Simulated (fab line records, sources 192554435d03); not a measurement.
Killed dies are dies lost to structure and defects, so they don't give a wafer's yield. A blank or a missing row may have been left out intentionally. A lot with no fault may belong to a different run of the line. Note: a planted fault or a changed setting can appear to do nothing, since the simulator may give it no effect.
fab line records | flow n5-finfet | part 2 of 2: steps 5 to 6 of 6
record: lots: 23 | wafers: 69 | last-day: 18
route steps=1938 shown BEOL_M8@1335 BEOL_M9@1434
lots untouched by any fault: they come from a run of this same line in which no faults occurred
start-h: start of the lot's first displayed wafer, in hours after the record's first day | wait-h: hours since the lot's step before | " same as the row above | L1.1+2: a row that stands for several wafers | - value missing, or start not given | * or withheld: withheld | < > ~ a bound
route shown NAME@n: a module of which the file shows steps, and the number in the route of the first | usual: mean/standard deviation taken from wafers without a fault | same: alike in all rows | chamber/n: place in a boat | sites: per-site readings | _std_site: how widely they spread, as a standard deviation | _edge_site: outer sites' mean less inner sites' | radius-mm: how far each site lies from the wafer's centre | mask NAME#n: copy n | behind: the most recent tool/chamber to have shaped the wafer | hold: why the lot was held/for how many hours/how that ended | device: the n, p or np transistor that did not switch | end of line: the same wafers' tests at the end of the route | a step without rows: its recipe alone | killed: the dies lost at the first sort to structure and to defects; this is not the yield of the wafer | map: a wafer's dies, x killed, . not, _ none there
set.NAME: the setting the step ran with; set.NAME@STEP: the setting that earlier step ran with | model.NAME: the simulator's own value behind a step, which no gauge read
the route's steps for a sample of lots (tables are steps, rows are wafers)
services: the hour from which a tool's chamber was out of use, counted from the record's first day as start-h (under 0 if before that day), plus the number of hours and why
== steps ==
step: N5_BEOL_M9_CD_MEAS_28
recipe: target-cd-nm: 70 | landing-energy-ev: 500 | detector: se-inlens | polarity: opening
usual: cd-nm: 70.06/0.26
lot.wafer | tool      | chamber | start-h | wait-h | cd-nm
L074.4    | cd-sem-01 | 0       | 218.77  | -      | 70.14
L074.5    | "         | 0       | "       | "      | 70.00
L074.6    | "         | 0       | "       | "      | 70.18
L075.2    | cd-sem-01 | 0       | 224.47  | -      | 70.21
L075.4    | "         | 0       | "       | "      | 70.36
L075.6    | "         | 0       | "       | "      | 70.33
L077.1    | cd-sem-01 | 0       | 228.55  | -      | 69.93
L077.2    | "         | 0       | "       | "      | 69.94
L077.5    | "         | 0       | "       | "      | 69.52
L076.2    | cd-sem-03 | 0       | 231.89  | -      | 69.97
L076.3    | "         | 0       | "       | "      | 70.24
L076.5    | "         | 0       | "       | "      | 69.76
L079.3    | cd-sem-01 | 0       | 261.36  | -      | 69.65
L079.4    | "         | 0       | "       | "      | 70.17
L079.5    | "         | 0       | "       | "      | 69.57
L078.2    | cd-sem-03 | 0       | 261.52  | -      | 70.47
L078.5    | "         | 0       | "       | "      | 69.68
L078.6    | "         | 0       | "       | "      | 69.98
L082.1    | cd-sem-03 | 0       | 268.52  | -      | 69.83
L082.3    | "         | 0       | "       | "      | 70.60
L082.5    | "         | 0       | "       | "      | 70.43
L080.2    | cd-sem-02 | 0       | 270.26  | -      | 69.94
L080.5    | "         | 0       | "       | "      | 70.02
L080.6    | "         | 0       | "       | "      | 69.64
L081.2    | cd-sem-01 | 0       | 270.60  | -      | 70.05
L081.4    | "         | 0       | "       | "      | 70.08
L081.5    | "         | 0       | "       | "      | 70.03
L085.1    | cd-sem-03 | 0       | 278.68  | -      | 69.78
L085.2    | "         | 0       | "       | "      | 69.97
L085.6    | "         | 0       | "       | "      | 70.38
L083.1    | cd-sem-02 | 0       | 283.43  | -      | 70.41
L083.3    | "         | 0       | "       | "      | 70.11
L083.4    | "         | 0       | "       | "      | 70.51
L087.3    | cd-sem-02 | 0       | 287.14  | -      | 70.14
L087.4    | "         | 0       | "       | "      | 70.09
L087.5    | "         | 0       | "       | "      | 70.53
L086.3    | cd-sem-01 | 0       | 292.27  | -      | 70.00
L086.4    | "         | 0       | "       | "      | 70.28
L086.5    | "         | 0       | "       | "      | 70.00
L088.2    | cd-sem-01 | 0       | 301.39  | -      | 70.38
L088.4    | "         | 0       | "       | "      | 70.40
L088.5    | "         | 0       | "       | "      | 69.85
L089.2    | cd-sem-01 | 0       | 305.27  | -      | 70.30
L089.3    | "         | 0       | "       | "      | 70.21
L089.5    | "         | 0       | "       | "      | 69.99
L090.3    | cd-sem-03 | 0       | 322.40  | -      | 70.02
L090.4    | "         | 0       | "       | "      | 70.10
L090.5    | "         | 0       | "       | "      | 69.93
L092.1    | cd-sem-02 | 0       | 331.03  | -      | 70.37
L092.2    | "         | 0       | "       | "      | 70.23
L092.3    | "         | 0       | "       | "      | 70.09
L091.1    | cd-sem-02 | 0       | 331.23  | -      | 69.68
L091.2    | "         | 0       | "       | "      | 70.07
L091.3    | "         | 0       | "       | "      | 69.64
L093.2    | cd-sem-02 | 0       | 340.55  | -      | 70.37
L093.3    | "         | 0       | "       | "      | 69.94
L093.4    | "         | 0       | "       | "      | 70.40
L094.1    | cd-sem-02 | 0       | 349.36  | -      | 70.63
L094.5    | "         | 0       | "       | "      | 70.72
L094.6    | "         | 0       | "       | "      | 69.67
L097.2    | cd-sem-01 | 0       | 358.45  | -      | 70.32
L097.4    | "         | 0       | "       | "      | 70.23
L097.5    | "         | 0       | "       | "      | 70.04
L096.1    | cd-sem-01 | 0       | 363.29  | -      | 70.02
L096.2    | "         | 0       | "       | "      | 70.23
L096.4    | "         | 0       | "       | "      | 70.22
L095.2    | cd-sem-01 | 0       | 363.65  | -      | 69.98
L095.3    | "         | 0       | "       | "      | 70.00
L095.4    | "         | 0       | "       | "      | 69.72
step: N5_BEOL_M9_ETCH_66
recipe: chemistry: N2/H2 | target: SOC | target-depth-a: 800 | overetch-a: 160 | mask-material: SiARC | temp-c: 40 | time-s: 120 | ion-energy-ev: 200 | pressure-mtorr: 30 | source-w: 840 | bias-w: 150 | n2-flow-sccm: 200 | h2-flow-sccm: 200
usual: chamber-pressure-mTorr: 29.999/0.026 | drypump-motor-current-A: 5.6/0.31 | oes-product-au: 0.60/0.069 | rf-vpp-V: 523.4/2 | showerhead-plenum-p-Torr: 2.53/0.067 | throttle-valve-pct: 17.74/0.14
lot.wafer | tool        | chamber | start-h | wait-h | chamber-pressure-mTorr | drypump-motor-current-A | oes-product-au | rf-hours-counter-h | rf-vpp-V | showerhead-plenum-p-Torr | throttle-valve-pct
L074.4    | rie-diel-04 | 2       | 219.01  | 0.0    | 30.028                 | 6.2                     | 0.66           | -                  | 522.6    | 2.49                     | 17.32
L074.5    | "           | 3       | "       | "      | 29.974                 | 5.9                     | 0.72           | -                  | 526.1    | 2.61                     | 17.65
L074.6    | "           | 1       | "       | "      | 30.016                 | 6.3                     | 0.53           | -                  | 525.7    | 2.60                     | 17.95
L075.2    | rie-diel-04 | 2       | 224.67  | 0.0    | 30.011                 | 6.2                     | 0.66           | 41                 | 522.9    | 2.49                     | 17.35
L075.4    | "           | 3       | "       | "      | 30.036                 | 5.9                     | 0.71           | -                  | 525.5    | 2.61                     | 17.68
L075.6    | "           | 1       | "       | "      | 30.010                 | 6.3                     | 0.52           | -                  | 526.3    | 2.60                     | 17.97
L077.1    | rie-diel-05 | 3       | 228.75  | 0.0    | 29.978                 | 5.6                     | 0.52           | 226                | 522.4    | 2.51                     | 17.83
L077.2    | "           | 1       | "       | "      | 30.008                 | 5.3                     | 0.57           | 158                | 524.5    | 2.54                     | 17.61
L077.5    | "           | 2       | "       | "      | 29.968                 | 5.9                     | 0.54           | -                  | 521.1    | 2.51                     | 17.87
L076.2    | rie-diel-05 | 3       | 232.09  | 0.0    | 29.958                 | 5.6                     | 0.52           | 227                | 523.5    | 2.51                     | 17.83
L076.3    | "           | 0       | "       | "      | 30.007                 | 5.4                     | 0.67           | 39                 | 529.2    | 2.70                     | 17.68
L076.5    | "           | 2       | "       | "      | 30.008                 | 5.8                     | 0.54           | -                  | 522.3    | 2.51                     | 17.85
L079.3    | rie-diel-05 | 2       | 261.64  | 0.0    | 29.983                 | 5.9                     | 0.54           | 236                | 523.7    | 2.51                     | 17.89
L079.4    | "           | 0       | "       | "      | 29.964                 | 5.4                     | 0.66           | 47                 | 528.6    | 2.70                     | 17.68
L079.5    | "           | 1       | "       | "      | 29.968                 | 5.2                     | 0.57           | -                  | 523.7    | 2.54                     | 17.64
L078.2    | rie-diel-01 | 3       | 262.07  | 0.0    | 30.020                 | 5.7                     | 0.55           | 166                | 519.7    | 2.43                     | 17.73
L078.5    | "           | 1       | "       | "      | 29.968                 | 5.5                     | 0.55           | -                  | 521.1    | 2.52                     | 17.80
L078.6    | "           | 3       | "       | "      | 29.975                 | 5.7                     | 0.56           | -                  | 521.9    | 2.43                     | 17.73
L082.1    | rie-diel-04 | 1       | 268.72  | 0.0    | 30.002                 | 6.3                     | 0.52           | 248                | 526.9    | 2.59                     | 17.97
L082.3    | "           | 2       | "       | "      | 30.013                 | 6.2                     | 0.64           | 55                 | 521.9    | 2.48                     | 17.37
L082.5    | "           | 3       | "       | "      | 29.995                 | 5.9                     | 0.70           | -                  | 525.5    | 2.60                     | 17.69
L080.2    | rie-diel-01 | 3       | 270.71  | 0.0    | 29.986                 | 5.7                     | 0.55           | 170                | 520.7    | 2.43                     | 17.73
L080.5    | "           | 1       | "       | "      | 29.982                 | 5.5                     | 0.55           | -                  | 523.6    | 2.52                     | 17.82
L080.6    | "           | 0       | "       | "      | 30.020                 | 5.3                     | 0.61           | -                  | 523.4    | 2.55                     | 17.70
L081.2    | rie-diel-05 | 3       | 271.21  | 0.0    | 29.979                 | 5.6                     | 0.52           | 237                | 522.6    | 2.51                     | 17.87
L081.4    | "           | 2       | "       | "      | 30.025                 | 5.9                     | 0.54           | 239                | 522.4    | 2.51                     | 17.89
L081.5    | "           | 0       | "       | "      | 30.029                 | 5.4                     | 0.66           | -                  | 528.1    | 2.70                     | 17.69
L085.1    | rie-diel-01 | 0       | 278.92  | 0.0    | 30.014                 | 5.3                     | 0.60           | 93                 | 524.2    | 2.55                     | 17.69
L085.2    | "           | 1       | "       | "      | 29.968                 | 5.6                     | 0.55           | 204                | 523.2    | 2.52                     | 17.82
L085.6    | "           | 1       | "       | "      | 30.005                 | 5.5                     | 0.55           | -                  | 523.6    | 2.52                     | 17.81
L083.1    | rie-diel-01 | 3       | 283.79  | 0.0    | 30.015                 | 5.7                     | 0.54           | 175                | 519.2    | 2.43                     | 17.76
L083.3    | "           | 0       | "       | "      | 29.949                 | 5.3                     | 0.60           | -                  | 525.3    | 2.55                     | 17.69
L083.4    | "           | 3       | "       | "      | 29.953                 | 5.7                     | 0.55           | -                  | 520.0    | 2.43                     | 17.75
L087.3    | rie-diel-05 | 2       | 287.90  | 0.0    | 30.006                 | 5.9                     | 0.53           | 245                | 522.6    | 2.50                     | 17.88
L087.4    | "           | 3       | "       | "      | 29.993                 | 5.6                     | 0.51           | 243                | 521.9    | 2.50                     | 17.88
L087.5    | "           | 2       | "       | "      | 29.933                 | 5.9                     | 0.53           | -                  | 522.3    | 2.50                     | 17.92
L086.3    | rie-diel-01 | 3       | 292.47  | 0.0    | 29.980                 | 5.6                     | 0.55           | 177                | 520.5    | 2.43                     | 17.76
L086.4    | "           | 1       | "       | "      | 30.034                 | 5.5                     | 0.55           | -                  | 523.6    | 2.52                     | 17.81
L086.5    | "           | 3       | "       | "      | 30.005                 | 5.7                     | 0.55           | -                  | 520.0    | 2.43                     | 17.76
L088.2    | rie-diel-01 | 0       | 301.59  | 0.0    | 30.000                 | 5.3                     | 0.60           | 103                | 523.8    | 2.54                     | 17.71
L088.4    | "           | 1       | "       | "      | 30.022                 | 5.5                     | 0.55           | 210                | 522.2    | 2.52                     | 17.82
L088.5    | "           | 0       | "       | "      | 29.995                 | 5.3                     | 0.60           | -                  | 523.9    | 2.54                     | 17.71
L089.2    | rie-diel-01 | 0       | 305.47  | 0.0    | 29.993                 | 5.3                     | 0.60           | 105                | 523.5    | 2.54                     | 17.71
L089.3    | "           | 2       | "       | "      | 30.018                 | 5.4                     | 0.74           | 4                  | 523.5    | 2.50                     | 17.84
L089.5    | "           | 2       | "       | "      | 29.997                 | 5.3                     | 0.74           | -                  | 523.6    | 2.50                     | 17.85
L090.3    | rie-diel-05 | 0       | 322.70  | 0.0    | 30.035                 | 5.4                     | 0.65           | 61                 | 527.3    | 2.69                     | 17.72
L090.4    | "           | 3       | "       | "      | 29.959                 | 5.6                     | 0.51           | -                  | 523.2    | 2.50                     | 17.89
L090.5    | "           | 0       | "       | "      | 30.022                 | 5.4                     | 0.64           | -                  | 528.2    | 2.69                     | 17.70
L092.1    | rie-diel-04 | 2       | 331.23  | 0.0    | 29.963                 | 6.2                     | 0.62           | 78                 | 522.9    | 2.47                     | 17.40
L092.2    | "           | 1       | "       | "      | 30.008                 | 6.3                     | 0.71           | 15                 | 523.2    | 2.59                     | 17.57
L092.3    | "           | 0       | "       | "      | 29.994                 | 5.6                     | 0.67           | 37                 | 526.3    | 2.60                     | 17.66
L091.1    | rie-diel-01 | 0       | 331.44  | 0.0    | 29.969                 | 5.3                     | 0.60           | 114                | 523.9    | 2.54                     | 17.72
L091.2    | "           | 2       | "       | "      | 30.015                 | 5.4                     | 0.71           | 13                 | 522.5    | 2.50                     | 17.85
L091.3    | "           | 3       | "       | "      | 30.024                 | 5.7                     | 0.54           | 191                | 521.4    | 2.42                     | 17.77
L093.2    | rie-diel-01 | 2       | 340.79  | 0.0    | 30.027                 | 5.4                     | 0.70           | 17                 | 522.5    | 2.49                     | 17.87
L093.3    | "           | 3       | "       | "      | 30.007                 | 5.7                     | 0.54           | 195                | 520.2    | 2.42                     | 17.78
L093.4    | "           | 0       | "       | "      | 30.024                 | 5.3                     | 0.59           | 117                | 523.7    | 2.54                     | 17.73
L094.1    | rie-diel-04 | 3       | 349.56  | 0.0    | 29.986                 | 5.9                     | 0.65           | 48                 | 525.6    | 2.59                     | 17.75
L094.5    | "           | 1       | "       | "      | 30.057                 | 6.3                     | 0.70           | -                  | 523.8    | 2.58                     | 17.57
L094.6    | "           | 0       | "       | "      | 30.002                 | 5.7                     | 0.67           | -                  | 524.0    | 2.60                     | 17.67
L097.2    | rie-diel-01 | 3       | 358.65  | 0.0    | 30.038                 | 5.7                     | 0.53           | 199                | 520.2    | 2.42                     | 17.78
L097.4    | "           | 2       | "       | "      | 30.032                 | 5.4                     | 0.69           | 23                 | 521.6    | 2.49                     | 17.88
L097.5    | "           | 2       | "       | "      | 30.041                 | 5.4                     | 0.69           | -                  | 522.7    | 2.49                     | 17.90
L096.1    | rie-diel-01 | 3       | 363.49  | 0.0    | 29.996                 | 5.7                     | 0.54           | 200                | 522.0    | 2.42                     | 17.79
L096.2    | "           | 1       | "       | "      | 29.993                 | 5.5                     | 0.54           | 232                | 521.8    | 2.51                     | 17.86
L096.4    | "           | 0       | "       | "      | 29.988                 | 5.3                     | 0.58           | 123                | 523.6    | 2.54                     | 17.72
L095.2    | rie-diel-01 | 1       | 363.92  | 0.0    | 30.003                 | 5.5                     | 0.54           | 232                | 522.7    | 2.51                     | 17.85
L095.3    | "           | 0       | "       | "      | 29.983                 | 5.3                     | 0.58           | 123                | 523.3    | 2.54                     | 17.73
L095.4    | "           | 2       | "       | "      | 30.026                 | 5.4                     | 0.69           | 25                 | 522.6    | 2.49                     | 17.88
== services ==
tool        | chamber | start-h | hours | kind
rie-diel-05 | 3       | 190.29  | 7.9   | repair
rie-diel-01 | 1       | 194.00  | 11.3  | repair
pecvd-04    | -       | 195.44  | 5.5   | pm
rie-diel-01 | 0       | 197.51  | 3.7   | repair
pecvd-02    | -       | 214.93  | 1.0   | repair
rie-diel-01 | 3       | 226.04  | 5.8   | repair
rie-diel-01 | 2       | 236.17  | 32.3  | repair
rie-diel-01 | -       | 236.82  | 0.8   | repair
rie-diel-06 | 3       | 237.05  | 5.0   | repair
rie-diel-04 | 1       | 253.83  | 13.9  | repair
rie-diel-01 | 2       | 268.72  | -     | clean
rie-diel-01 | 2       | 268.72  | -     | consumable-replace:focus-ring
rie-diel-01 | 2       | 268.72  | 27.5  | scheduled-down
pecvd-03    | 0       | 272.97  | 3.5   | repair
rie-diel-01 | 1       | 279.30  | 8.4   | repair
rie-diel-01 | 3       | 286.15  | 4.1   | repair
rie-diel-04 | 3       | 287.19  | 4.6   | repair
rie-diel-05 | -       | 295.90  | 14.6  | pm
pecvd-04    | -       | 307.35  | 2.8   | pm
rie-diel-03 | 3       | 307.60  | 7.1   | repair
pecvd-03    | 1       | 319.66  | 12.4  | repair
rie-diel-02 | 3       | 335.50  | 4.8   | repair
pecvd-03    | 0       | 339.32  | 30.1  | repair
rie-diel-06 | 2       | 362.62  | 4.0   | repair
